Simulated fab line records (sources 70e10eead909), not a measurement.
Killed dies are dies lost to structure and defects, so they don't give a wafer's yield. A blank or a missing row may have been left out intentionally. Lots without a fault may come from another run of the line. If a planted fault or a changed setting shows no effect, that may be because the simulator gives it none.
fab line records | flow nandHarc
record lots=6 wafers=18 lastDay=24
route steps=1159 shown A_STAIRCASE@736 A_SGD_CUT@747 END@1159
lots untouched by any fault: they come from a run of this same line in which no faults occurred
startH: start of the lot's first displayed wafer, in hours after the record's first day | waitH: how many hours have passed since the lot's step before this one | " as in the row above | L1.1+2: a single row standing in for several wafers | - no value, or no start given | * or withheld: withheld | < > ~ a bound
route shown NAME@n: names a module that has steps shown in the file, with the first one's number in the route | usual: the fault-free wafers' mean and standard deviation | same: alike in all rows | chamber/n: place in a boat | sites: readings site by site | _std_site: their standard deviation | _edge_site: the outer-site mean with the inner-site mean subtracted | radiusMm: how far each site lies from the wafer's centre | mask NAME#n: copy n | behind: the tool/chamber that last shaped the wafer | hold: what put the lot on hold/how long, in hours/how the hold closed | device: names the non-switching transistor (n, p or np) | end of line: the route-end tests of the same wafers | a step with no rows: only its recipe | killed: at the first sort, the dies lost to defects and structure; wafer yield is something else | map: per-die view of a wafer (x killed, . not killed, _ where there is no die)
set.NAME: the setting the step ran with; set.NAME@STEP: the setting that earlier step ran with | model.NAME: the simulator's own value behind a step, which no gauge read
lots at selected steps of the route; one table per step, one row per wafer
services: from which hour (startH, from the record's first day; less than 0 if before it) a tool's chamber was out of use, for how many hours, and why
## steps
# step NHARC_A_STAIRCASE_SRD_154
# step NHARC_A_STAIRCASE_ETCH_403
# recipe targetDepthA=1082 chemistry=dHF material=SiO2
# step NHARC_A_STAIRCASE_ETCHBACK_422
# recipe targetDepthA=400 overEtchFrac=0.3 timeS=74.286 ionEnergyEv=120 ch3fFlowSccm=50 o2FlowSccm=30 arFlowSccm=200 rfW=500 biasW=100 chemistry=CH3F/O2
# usual ch3fFlowSccm=50.02/0.15 drypumpMotorCurrentA=5.6/0.43 oesProductAu=0.97/0.037 rfVppV=244.7/1.9 showerheadPlenumPTorr=2.48/0.12 throttleValvePct=20.664/0.0091
# same overEtchFrac=0.3
# columns lot.wafer tool chamber startH waitH ch3fFlowSccm drypumpMotorCurrentA oesProductAu rfHoursCounterH rfVppV showerheadPlenumPTorr throttleValvePct
L184.3 rieDiel-05 3 314.06 0.1 50.05 5.0 0.93 41 243.7 2.40 20.662
L184.1 " 0 " " 50.06 6.0 0.92 53 240.9 2.27 20.671
L184.4 " 1 " " 50.02 6.0 0.92 50 243.5 2.44 20.656
L191.3 rieDiel-01 0 358.31 0.3 49.86 5.6 1.01 16 243.4 2.35 20.663
L191.4 " 2 " " 50.12 5.4 1.01 16 242.0 2.32 20.652
L191.6 " 0 " " 49.91 5.6 1.00 - 243.0 2.35 20.667
L197.3 rieDiel-05 1 403.96 0.1 50.09 6.0 0.92 17 244.1 2.43 20.660
L197.1 " 3 " " 49.90 5.0 0.92 20 243.3 2.39 20.671
L197.6 " 2 " " 50.10 5.3 0.93 - 243.5 2.46 20.677
L201.3 rieDiel-05 3 407.91 0.1 50.28 5.0 0.92 22 245.6 2.39 20.672
L201.2 " 0 " " 50.04 6.1 0.95 20 247.7 2.65 20.676
L201.6 " 2 " " 49.86 5.3 0.93 - 246.7 2.46 20.671
L199.4 rieDiel-05 1 414.67 0.2 50.08 6.0 1.00 22 242.8 2.42 20.648
L199.5 " 3 " " 49.95 5.0 1.00 - 245.0 2.39 20.661
L199.6 " 0 " " 49.82 6.1 1.00 - 247.0 2.65 20.660
L205.3 rieDiel-05 3 435.70 0.1 49.92 5.0 0.93 31 244.0 2.39 20.658
L205.6 " 3 " " 49.82 5.0 0.93 - 242.0 2.39 20.653
L205.4 " 1 " " 49.91 6.0 0.92 - 242.4 2.42 20.657
# step NHARC_A_STAIRCASE_ETCH_423
# recipe targetDepthA=300 chemistry=dHF material=SiO2
# step NHARC_A_STAIRCASE_ETCHBACK_157
# recipe targetDepthA=900 overEtchFrac=0.3 timeS=167.14 ionEnergyEv=120 ch3fFlowSccm=50 o2FlowSccm=30 arFlowSccm=200 rfW=500 biasW=100 chemistry=CH3F/O2
# usual ch3fFlowSccm=50.00/0.15 drypumpMotorCurrentA=5.6/0.43 oesProductAu=0.984/0.025 rfVppV=244.5/1.8 showerheadPlenumPTorr=2.47/0.12 throttleValvePct=20.663/0.01
# same overEtchFrac=0.3
# columns lot.wafer tool chamber startH waitH ch3fFlowSccm drypumpMotorCurrentA oesProductAu rfHoursCounterH rfVppV showerheadPlenumPTorr throttleValvePct
L184.3 rieDiel-01 0 314.43 0.1 50.15 5.6 0.926 59 242.8 2.36 20.667
L184.1 " 1 " " 50.09 6.0 0.928 66 244.8 2.55 20.656
L184.4 " 2 " " 50.18 5.4 0.925 68 242.5 2.33 20.674
L191.3 rieDiel-05 0 359.24 0.7 50.19 6.1 0.994 5 247.2 2.66 20.661
L191.4 " 3 " " 49.67 5.0 1.002 6 243.0 2.40 20.653
L191.6 " 1 " " 49.88 6.0 1.002 - 245.5 2.43 20.662
L197.3 rieDiel-05 2 404.38 0.2 50.02 5.3 0.967 19 243.6 2.46 20.669
L197.1 " 3 " " 50.15 5.0 0.982 20 243.6 2.39 20.677
L197.6 " 1 " " 50.05 6.0 0.956 - 244.7 2.43 20.666
L201.3 rieDiel-10 1 408.29 0.2 50.27 5.4 1.006 17 246.9 2.63 20.666
L201.2 " 2 " " 50.03 6.1 1.007 17 246.6 2.57 20.629
L201.6 " 3 " " 50.02 5.3 1.002 - 246.4 2.53 20.677
L199.4 rieDiel-05 3 415.02 0.2 49.95 5.0 0.999 25 244.1 2.39 20.644
L199.6 " 2 " " 49.97 5.3 1.000 - 242.4 2.46 20.660
L199.5 " 3 " " 49.99 5.0 1.003 - 242.4 2.39 20.663
L205.3 rieDiel-05 1 436.09 0.1 49.94 6.0 0.984 30 242.8 2.42 20.668
L205.4 " 3 " " 49.72 5.0 0.990 - 243.1 2.39 20.665
L205.6 " 0 " " 49.77 6.1 0.992 - 247.3 2.65 20.654
# step NHARC_A_STAIRCASE_STRIP_475
# recipe timeS=20 o2FlowSccm=500 arFlowSccm=0 biasW=0 chemistry=O2
# usual drypumpMotorCurrentA=5.6/0.44 oesProductAu=1.002/0.0067 rfVppV=57.8/0.91 showerheadPlenumPTorr=3.55/0.16 throttleValvePct=17.037/0.0084
# columns lot.wafer tool chamber startH waitH drypumpMotorCurrentA oesProductAu rfHoursCounterH rfVppV showerheadPlenumPTorr throttleValvePct
L184.1 rieDiel-01 0 - - 5.6 0.996 59 56.8 3.39 17.035
L184.3 " 1 " " 6.0 0.994 66 58.9 3.66 17.020
L184.4 " 2 " " 5.4 0.996 68 58.6 3.34 17.036
L191.3 rieDiel-05 0 - - 6.1 1.009 5 60.0 3.80 17.032
L191.4 " 2 " " 5.3 0.999 6 58.6 3.54 17.040
L191.6 " 0 " " 6.1 0.996 - 58.8 3.80 17.035
L197.3 rieDiel-05 3 - - 5.0 0.999 20 58.5 3.44 17.034
L197.1 " 0 " " 6.1 0.996 18 58.1 3.80 17.034
L197.6 " 2 " " 5.3 0.987 - 57.5 3.53 17.039
L201.3 rieDiel-10 3 - - 5.3 1.009 14 57.6 3.63 17.052
L201.2 " 0 " " 5.2 1.004 14 58.3 3.33 17.019
L201.6 " 3 " " 5.3 1.010 - 59.0 3.63 17.034
L199.4 rieDiel-05 0 - - 6.1 1.005 24 57.1 3.79 17.030
L199.5 " 3 " " 5.0 1.002 - 56.1 3.43 17.056
L199.6 " 0 " " 6.1 1.013 - 59.1 3.79 17.051
L205.3 rieDiel-05 0 436.45 0.3 6.1 1.011 30 58.2 3.79 17.044
L205.4 " 0 " " 6.0 1.005 - 58.2 3.79 17.044
L205.6 " 3 " " 5.0 0.997 - 59.1 3.43 17.033
# step NHARC_A_STAIRCASE_DEP_471
# recipe targetThkA=1000 tempC=400 pressureTorr=6.5 rfW=900 teosFlowSccm=161.4 flowSccm=2650 targetThkNm=100 gas=O2 material=SiO2
# usual flowSccm=2649/8.6 heaterPowerW=581/79 rfFwdPowerW=897.0/2.8 throttleValvePct=16.2/0.49
# columns lot.wafer tool chamber startH waitH flowSccm heaterPowerW rfFwdPowerW throttleValvePct
L184.3 pecvd-04 0 314.71 - 2654 630 898.3 15.9
L184.1 " 2 " " 2666 691 896.0 16.1
L184.4 " 2 " " 2656 527 896.6 16.1
L191.3 pecvd-03 1 359.59 - 2646 601 893.9 16.2
L191.4 " 2 " " 2651 497 896.6 16.8
L191.6 " 0 " " 2647 513 898.1 16.4
L197.3 pecvd-04 0 404.64 - 2651 564 896.8 16.0
L197.1 " 2 " " 2657 627 898.4 16.0
L197.6 " 2 " " 2653 637 900.3 15.9
L201.3 pecvd-01 2 408.57 - 2657 583 894.2 16.8
L201.2 " 0 " " 2638 763 895.8 16.2
L201.6 " 1 " " 2648 474 895.6 15.3
L199.4 pecvd-01 2 415.38 - 2653 556 895.8 16.9
L199.6 " 0 " " 2662 658 894.2 16.7
L199.5 " 1 " " 2661 587 899.2 15.3
L205.3 pecvd-03 2 436.55 - 2650 450 900.6 16.9
L205.6 " 2 " " 2659 466 897.2 17.0
L205.4 " 1 " " 2646 608 893.3 16.2
# step NHARC_A_STAIRCASE_CMP_472
# recipe material=SiO2
# usual motorCurrentA=12.5/1
# columns lot.wafer tool chamber startH waitH motorCurrentA
L184.4 cmp-02 2 314.99 0.1 11.9
L184.3 " 0 " " 11.9
L184.1 " 1 " " 13.1
L191.3 cmp-02 2 359.83 0.2 11.7
L191.4 " 0 " " 11.5
L191.6 " 2 " " 11.4
L197.3 cmp-03 3 404.95 0.3 13.2
L197.1 " 0 " " 11.4
L197.6 " 3 " " 12.7
L201.2 cmp-02 0 408.81 0.2 11.9
L201.3 " 3 " " 13.3
L201.6 " 0 " " 11.7
L199.4 cmp-02 2 415.64 0.2 11.6
L199.6 " 3 " " 13.1
L199.5 " 0 " " 11.9
L205.4 cmp-02 2 436.82 0.1 11.6
L205.3 " 0 " " 12.4
L205.6 " 2 " " 11.7
# step NHARC_A_STAIRCASE_SRD_474
# step NHARC_A_STAIRCASE_INSPECT_155
# usual rawDefectCount=383/120
# columns lot.wafer tool chamber startH waitH rawDefectCount
L184.1 defectInspect-01 - 315.33 0.1 356
L184.3 " - " " 349
L184.4 " - " " 351
L191.3 defectInspect-01 - 360.15 0.1 497
L191.4 " - " " 584
L191.6 " - " " 431
L197.1 defectInspect-01 - 405.26 0.1 356
L197.3 " - " " 269
L197.6 " - " " 475
L201.2 defectInspect-02 - 409.17 0.1 268
L201.3 " - " " 326
L201.6 " - " " 671
L199.4 defectInspect-01 - 415.91 0.1 434
L199.5 " - " " 405
L199.6 " - " " 358
L205.3 defectInspect-01 - 437.16 0.1 270
L205.4 " - " " 358
L205.6 " - " " 569
# step NHARC_A_SGD_CUT_DEP_00
# recipe targetThkA=500 tempC=400 targetThkNm=50 flowSccm=200 rfW=450 material=SiNx
# usual heaterPowerW=696/79 rfFwdPowerW=448.3/1.4
# columns lot.wafer tool chamber startH waitH heaterPowerW rfFwdPowerW
L184.1 pecvd-02 1 315.43 0.1 640 448.4
L184.3 " 2 " " 753 446.5
L184.4 " 2 " " 747 446.6
L191.3 pecvd-04 0 360.24 0.1 769 446.6
L191.4 " 2 " " 848 448.0
L191.6 " 0 " " 776 446.3
L197.1 pecvd-02 0 405.33 0.1 683 447.6
L197.3 " 1 " " 632 521.6
L197.6 " 2 " " 750 447.5
L201.3 pecvd-02 0 409.27 0.1 553 449.5
L201.2 " 1 " " 628 519.9
L201.6 " 0 " " 559 448.2
L199.5 pecvd-04 1 416.06 0.2 778 449.6
L199.4 " 2 " " 732 449.2
L199.6 " 0 " " 795 447.2
L205.3 pecvd-03 0 437.29 0.1 730 445.8
L205.6 " 1 " " 749 449.6
L205.4 " 0 " " 745 448.9
# step NHARC_A_SGD_CUT_DEHYDRATE_01
# recipe tempC=150 timeS=120
# step NHARC_END_SORT_01
# recipe tempC=25
# usual killedAtArray=28/8.9 killedAtOther=0.8/1.2 killedAtPeriphery=3.3/2.3 killedDies=32/9.4 killedOpen=3.2/1.8 killedShort=1.9/1.4
# same grossDies=677
# columns lot.wafer tool chamber startH waitH killedAtArray killedAtOther killedAtPeriphery killedDies killedOpen killedShort
L184.1 prober-02 0 456.64 2.5 21 1 2 24 7 1
L184.3 prober-02 0 458.24 3.1 15 1 6 22 2 3
L184.4 prober-02 0 459.03 3.4 11 0 3 14 1 1
L191.3 prober-01 0 496.42 3.1 16 1 4 21 5 1
L191.4 prober-01 0 497.23 3.4 25 2 0 27 4 0
L191.6 prober-01 0 498.86 4.1 20 0 3 23 4 3
L197.1 prober-02 0 545.27 2.5 33 0 2 35 5 2
L197.3 prober-02 0 546.88 3.1 44 1 2 47 4 1
L197.6 prober-02 0 549.29 4.0 37 1 4 42 2 1
L201.2 prober-01 0 552.73 2.8 22 1 8 31 3 4
L201.3 prober-01 0 553.53 3.1 25 1 3 29 2 3
L201.6 prober-01 0 555.92 4.0 13 0 6 19 5 3
L199.4 prober-02 0 559.15 3.4 29 0 3 32 0 1
L199.5 prober-02 0 559.95 3.7 45 1 1 47 1 4
L199.6 prober-02 0 560.76 4.0 39 0 3 42 2 3
L205.3 prober-01 0 569.07 3.1 36 3 0 39 3 0
L205.4 prober-01 0 569.87 3.4 38 2 3 43 2 1
L205.6 prober-01 0 571.46 4.0 25 1 0 26 2 1
# killed by level:class
L184.1 A_CHANNEL_HOLE_D1:chamberFilmFlake=4 A_CONTACT:chamberFilmFlake=4 A_BONDPAD:chamberFilmFlake=4 A_M0:geometricParticle:open=2 A_STAIRCASE:chamberFilmFlake=2 A_SLIT:chamberFilmFlake=2 P_CONTACT:geometricParticle:open=1 P_M0:geometricParticle:open=1
L184.3 A_BONDPAD:chamberFilmFlake=6 A_STAIRCASE:chamberFilmFlake=4 P_STI:chamberFilmFlake=3 P_CONTACT:geometricParticle:open=1 P_M0:geometricParticle:short=1 A_SGD_CUT:geometricParticle:short=1 A_WL_FILL:geometricParticle:open=1 A_CONTACT:geometricParticle:short=1
L184.4 A_BONDPAD:chamberFilmFlake=3 A_CHANNEL_HOLE_D1:chamberFilmFlake=3 A_CONTACT:chamberFilmFlake=3 P_ZERO_WELL:chamberFilmFlake=2 P_GATE:geometricParticle:open=1 A_SLIT:geometricParticle:short=1 A_STAIRCASE:chamberFilmFlake=1
L191.3 A_CHANNEL_HOLE_D1:chamberFilmFlake=3 A_CONTACT:geometricParticle:open=2 A_WL_FILL:chamberFilmFlake=2 A_CONTACT:chamberFilmFlake=2 P_M0:geometricParticle:open=1 A_CHANNEL_FILL_D1:geometricParticle:open=1 A_WL_FILL:geometricParticle:short=1 A_WL_FILL:geometricParticle:open=1
L191.4 A_CONTACT:chamberFilmFlake=8 A_CHANNEL_HOLE_D1:chamberFilmFlake=4 A_ZERO_WELL:chamberFilmFlake=2 A_CHANNEL_FILL_D1:chamberFilmFlake=2 A_STAIRCASE:chamberFilmFlake=2 A_SLIT:chamberFilmFlake=2 THIN_TSV:chamberFilmFlake=2 A_ONON_D1:geometricParticle:open=1
L191.6 A_STAIRCASE:chamberFilmFlake=5 A_CONTACT:chamberFilmFlake=4 A_CHANNEL_HOLE_D1:chamberFilmFlake=3 P_STI:geometricParticle:open=1 P_GATE:geometricParticle:short=1 A_CHANNEL_HOLE_D1:geometricParticle:open=1 A_SLIT:geometricParticle:short=1 A_WL_FILL:geometricParticle:open=1
L197.1 A_SLIT:chamberFilmFlake=16 A_CONTACT:chamberFilmFlake=5 A_CHANNEL_HOLE_D1:chamberFilmFlake=3 A_STAIRCASE:chamberFilmFlake=3 A_M0:geometricParticle:open=2 P_GATE:geometricParticle:open=1 A_ONON_D1:geometricParticle:open=1 A_CHANNEL_FILL_D1:geometricParticle:short=1
L197.3 A_SLIT:chamberFilmFlake=19 A_CHANNEL_HOLE_D1:chamberFilmFlake=8 A_STAIRCASE:chamberFilmFlake=6 A_CONTACT:chamberFilmFlake=5 A_BLC:geometricParticle:open=2 A_ONON_D1:geometricParticle:short=1 A_CHANNEL_FILL_D1:geometricParticle:open=1 A_M1:geometricParticle:open=1
L197.6 A_SLIT:chamberFilmFlake=14 A_CONTACT:chamberFilmFlake=10 A_CHANNEL_HOLE_D1:chamberFilmFlake=6 P_ZERO_WELL:chamberFilmFlake=3 A_M0:geometricParticle:open=2 A_STAIRCASE:chamberFilmFlake=2 A_SOURCE_PLATE:geometricParticle:short=1 P_M0:chamberFilmFlake=1
L201.2 A_CONTACT:chamberFilmFlake=7 A_CHANNEL_HOLE_D1:chamberFilmFlake=4 P_GATE:chamberFilmFlake=3 A_STAIRCASE:chamberFilmFlake=3 P_STI:chamberFilmFlake=2 A_WL_FILL:chamberFilmFlake=2 P_M0:geometricParticle:open=1 A_CHANNEL_HOLE_D1:geometricParticle:short=1
L201.3 A_CHANNEL_HOLE_D1:chamberFilmFlake=8 A_CONTACT:chamberFilmFlake=7 A_CHANNEL_FILL_D1:geometricParticle:short=3 A_STAIRCASE:chamberFilmFlake=3 A_M0:geometricParticle:open=2 P_M1:chamberFilmFlake=2 P_ZERO_WELL:chamberFilmFlake=1 A_SLIT:chamberFilmFlake=1
L201.6 A_CONTACT:chamberFilmFlake=4 A_STAIRCASE:chamberFilmFlake=3 P_M0:geometricParticle:open=2 P_M1:chamberFilmFlake=2 A_CHANNEL_HOLE_D1:chamberFilmFlake=2 P_M0:geometricParticle:short=1 P_M1:geometricParticle:open=1 A_CHANNEL_HOLE_D1:geometricParticle:short=1
L199.4 A_CHANNEL_HOLE_D1:chamberFilmFlake=20 A_CONTACT:chamberFilmFlake=7 P_M1:chamberFilmFlake=2 A_WL_FILL:geometricParticle:short=1 P_ZERO_WELL:chamberFilmFlake=1 A_STAIRCASE:chamberFilmFlake=1
L199.5 A_CHANNEL_HOLE_D1:chamberFilmFlake=29 A_CONTACT:chamberFilmFlake=8 A_STAIRCASE:chamberFilmFlake=4 P_M0:geometricParticle:short=1 A_CHANNEL_FILL_D1:geometricParticle:short=1 A_SGD_CUT:geometricParticle:short=1 A_CONTACT:geometricParticle:open=1 STARTING-WAFER:geometricParticle:short=1
L199.6 A_CHANNEL_HOLE_D1:chamberFilmFlake=22 A_STAIRCASE:chamberFilmFlake=6 A_CONTACT:chamberFilmFlake=4 A_CONTACT:geometricParticle:short=2 P_CONTACT:geometricParticle:open=1 A_CHANNEL_FILL_D1:geometricParticle:open=1 A_CHANNEL_FILL_D1:geometricParticle:short=1 P_ZERO_WELL:chamberFilmFlake=1
L205.3 A_SLIT:chamberFilmFlake=17 A_CHANNEL_HOLE_D1:chamberFilmFlake=11 THIN_TSV:chamberFilmFlake=3 A_CONTACT:geometricParticle:open=2 A_WL_FILL:chamberFilmFlake=2 A_M0:geometricParticle:open=1 A_ZERO_WELL:chamberFilmFlake=1 A_SGD_CUT:chamberFilmFlake=1
L205.4 A_SLIT:chamberFilmFlake=20 A_CHANNEL_HOLE_D1:chamberFilmFlake=8 A_CONTACT:chamberFilmFlake=4 P_GATE:chamberFilmFlake=2 A_WL_FILL:chamberFilmFlake=2 THIN_TSV:chamberFilmFlake=2 P_M1:geometricParticle:open=1 A_SGD_CUT:geometricParticle:short=1
L205.6 A_SLIT:chamberFilmFlake=14 A_CHANNEL_HOLE_D1:chamberFilmFlake=5 A_CONTACT:geometricParticle:open=1 A_M0:geometricParticle:open=1 A_M0:geometricParticle:short=1 A_CHANNEL_FILL_D1:chamberFilmFlake=1 A_STAIRCASE:chamberFilmFlake=1 A_WL_FILL:chamberFilmFlake=1
## services
# columns tool chamber startH hours kind
rieDiel-05 0 296.92 - clean
rieDiel-05 1 296.92 - clean
rieDiel-05 2 296.92 - clean
rieDiel-05 3 296.92 - clean
pecvd-03 - 300.46 13.0 pm
cmp-02 - 311.00 0.5 repair
rieDiel-01 - 315.10 9.0 pm
cmp-03 - 316.62 0.7 repair
rieDiel-05 0 321.44 - clean
cmp-02 - 324.50 4.0 pm
pecvd-02 - 334.97 13.0 pm
cmp-03 - 352.09 4.0 pm
rieDiel-10 - 353.50 9.0 pm
pecvd-02 0 354.86 18.9 repair
cmp-03 - 356.86 2.2 repair
pecvd-03 - 362.39 0.9 repair
cmp-03 - 365.61 2.2 repair
rieDiel-01 2 370.60 14.2 repair
pecvd-04 - 376.82 13.0 pm
cmp-02 - 388.52 1.0 repair
cmp-03 - 408.06 3.0 repair
pecvd-01 - 418.00 13.0 pm
cmp-02 - 422.50 4.0 pm
rieDiel-10 2 423.51 3.3 repair
## key
firstSign step=NHARC_A_SGD_CUT_DEP_00 reading=rfFwdPowerW direction=up sigmas=52 usual=* struck=*
effect none on later readings
metAt NHARC_A_SGD_CUT_DEP_00
struckWafers L197.3,L201.2
testerLeftOut L197,L201
onsetBetween 315.43 405.33
fault kind=processParameterDrift tool=pecvd-02 chamber=1 onsetH=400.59 steps=NHARC_A_SGD_CUT_DEP_00 channel=rfW offset=* shape=step endH=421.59 actsIn=* stated=*
# testerLeftOut: of these lots the tester's yield and bins aren't shown, on N5 and GAA mostly nor the transistor test; their killed dies are dies lost to structure and defects alone, not to doping, threshold or leakage, so they don't give the yield
